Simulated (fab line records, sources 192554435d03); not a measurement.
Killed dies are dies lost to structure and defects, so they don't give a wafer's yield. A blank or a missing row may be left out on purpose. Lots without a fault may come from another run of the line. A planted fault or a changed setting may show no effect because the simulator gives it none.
Split-lot experiment | flow n5_finfet | 7 lots, 39 wafers read, on a route of 1938 steps

THE SPLIT
At N5_HKMG_FIN_ETCH_35 (etches SOC in N2/H2, target depth 215.8 nm, time 243.4 s), the setting target_depth_a was moved away from the recipe's 2158 angstrom on 15 of the 39 wafers read, by -10.2% to +8.7%. The other wafers ran this setting at the recipe's value.

The reading is taken at the split's own step.

THE READING
etch.depth_nm (the simulator's own value, which no gauge read), in nm, at N5_HKMG_FIN_ETCH_35 (etches SOC in N2/H2, target depth 215.8 nm, time 243.4 s). The file gives no usual value for it. The 24 wafers here that ran the recipe average 216.9 nm, standard deviation 3.1 nm.

wafer  | tool, chamber at the split | target_depth_a as run, angstrom | against the recipe | etch.depth_nm, nm | against lot-mates on the recipe
L078.1 | rie_diel-01, 2             | 2158                            | recipe             | 216               | -
L078.2 | rie_diel-01, 0             | 2029                            | -6.0%              | 202.6             | -13.7
L078.3 | rie_diel-01, 3             | 2029                            | -6.0%              | 206.8             | -9.5
L078.4 | rie_diel-01, 1             | 2158                            | recipe             | 220.4             | -
L078.5 | rie_diel-01, 0             | 2158                            | recipe             | 212.6             | -
L078.6 | rie_diel-01, 1             | 2029                            | -6.0%              | 206.9             | -9.4
L083.1 | rie_diel-03, 2             | 2158                            | recipe             | 214.8             | -
L083.2 | rie_diel-03, 1             | 2002                            | -7.2%              | 199.3             | -14.6
L083.3 | rie_diel-03, 3             | 2002                            | -7.2%              | 198.1             | -15.8
L083.4 | rie_diel-03, 0             | 2158                            | recipe             | 209.4             | -
L083.5 | rie_diel-03, 3             | 2002                            | -7.2%              | 199.7             | -14.2
L083.6 | rie_diel-03, 2             | 2158                            | recipe             | 217.5             | -
L084.1 | rie_diel-03, 1             | 1938                            | -10.2%             | 194.8             | -18.6
L084.2 | rie_diel-03, 0             | 2158                            | recipe             | 208.4             | -
L084.3 | rie_diel-03, 2             | 2158                            | recipe             | 217.5             | -
L084.4 | rie_diel-03, 3             | 2158                            | recipe             | 214.2             | -
L084.5 | rie_diel-03, 0             | 1938                            | -10.2%             | 189.2             | -24.2
L084.6 | rie_diel-03, 1             | 1938                            | -10.2%             | 195.8             | -17.6
L086.1 | rie_diel-01, 1             | 2158                            | recipe             | 219.1             | -
L086.2 | rie_diel-01, 3             | 2346                            | +8.7%              | 235.9             | +17.5
L086.3 | rie_diel-01, 2             | 2158                            | recipe             | 217.6             | -
L086.4 | rie_diel-01, 3             | 2158                            | recipe             | 218.5             | -
L086.5 | rie_diel-01, 2             | 2346                            | +8.7%              | 235.5             | +17.1
L086.6 | rie_diel-01, 1             | 2346                            | +8.7%              | 239.3             | +20.9
L088.1 | rie_diel-02, 1             | 2158                            | recipe             | 220               | -
L088.2 | rie_diel-02, 3             | 2158                            | recipe             | 216.4             | -
L088.3 | rie_diel-02, 0             | 2158                            | recipe             | 219.6             | -
L088.4 | rie_diel-02, 2             | 2158                            | recipe             | 219               | -
L088.5 | rie_diel-02, 0             | 2158                            | recipe             | 220.4             | -
L088.6 | rie_diel-02, 3             | 2158                            | recipe             | 216.3             | -
L090.1 | rie_diel-01, 2             | 2158                            | recipe             | 217.7             | -
L090.2 | rie_diel-01, 1             | 2301                            | +6.6%              | 235.6             | +16.6
L090.3 | rie_diel-01, 3             | 2301                            | +6.6%              | 233.8             | +14.8
L090.4 | rie_diel-01, 3             | 2158                            | recipe             | 219.5             | -
L090.5 | rie_diel-01, 2             | 2301                            | +6.6%              | 233.1             | +14.1
L090.6 | rie_diel-01, 1             | 2158                            | recipe             | 219.7             | -
L096.2 | rie_diel-02, 3             | 2158                            | recipe             | 215.3             | -
L096.3 | rie_diel-02, 1             | 2158                            | recipe             | 218.2             | -
L096.6 | rie_diel-02, 1             | 2158                            | recipe             | 217.6             | -

THE FIT
A straight line over all 39 wafers: etch.depth_nm changes by +2.34 nm for each +1% of target_depth_a; r = +0.97; the points scatter about the line by 2.9 nm.
The same after taking each lot's own level away (the mean of its wafers on the recipe; 39 wafers): +2.06 nm for each +1%; r = +0.98; scatter 2.3 nm.
On that fit, the largest move of target_depth_a shifts the reading by 21 nm.
The lots' own levels span 213.37 to 218.97 nm, that is 1.8 times the standard deviation above.
So the lot-to-lot level changes the slope: the two fits differ.
Check: with one of the wafers moved furthest among these (-10.2%) left out of the fit, the line predicts -21 nm for it against its lot-mates. It came out at -18.6 nm against them.

OTHER SPLITS ON THESE WAFERS
These wafers also went through other splits before the reading. Each is held against what the fit with the lots' levels taken away leaves over:
other split on the same wafers  | wafers away from the commonest value | r with etch.depth_nm (lot level and that fit taken away)
N5_DUMMY_GATE_EXPOSE_12 dose_mj | 15                                   | +0.05
N5_DUMMY_GATE_ETCH_37 source_w  | 15                                   | -0.09
N5_DUMMY_GATE_ETCH_42 bias_w    | 15                                   | +0.14
N5_SD_ACTIVATION_LSA_01 time_s  | 15                                   | +0.03

THE WHOLE CHAIN: every reading that the file lists as answering this split, in the file's order
step                | what it does                                             | reading                                                                         | change (the file's fit)              | r (the file's)
N5_HKMG_FIN_ETCH_35 | etches SOC in N2/H2, target depth 215.8 nm, time 243.4 s | SOC_of_HKMG_FIN_COAT_29.thk_nm (the simulator's own value, which no gauge read) | -2.05 nm for each +1% of the setting | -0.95
N5_HKMG_FIN_ETCH_35 | etches SOC in N2/H2, target depth 215.8 nm, time 243.4 s | HKMG_FIN.feature_depth_nm (the simulator's own value, which no gauge read)      | +2.05 nm for each +1% of the setting | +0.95
N5_HKMG_FIN_ETCH_35 | etches SOC in N2/H2, target depth 215.8 nm, time 243.4 s | etch.depth_nm (the simulator's own value, which no gauge read)                  | +2.05 nm for each +1% of the setting | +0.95

THE FILE'S OWN FIT
etch.depth_nm changes by +2.05 nm for each +1% of target_depth_a, r = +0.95.
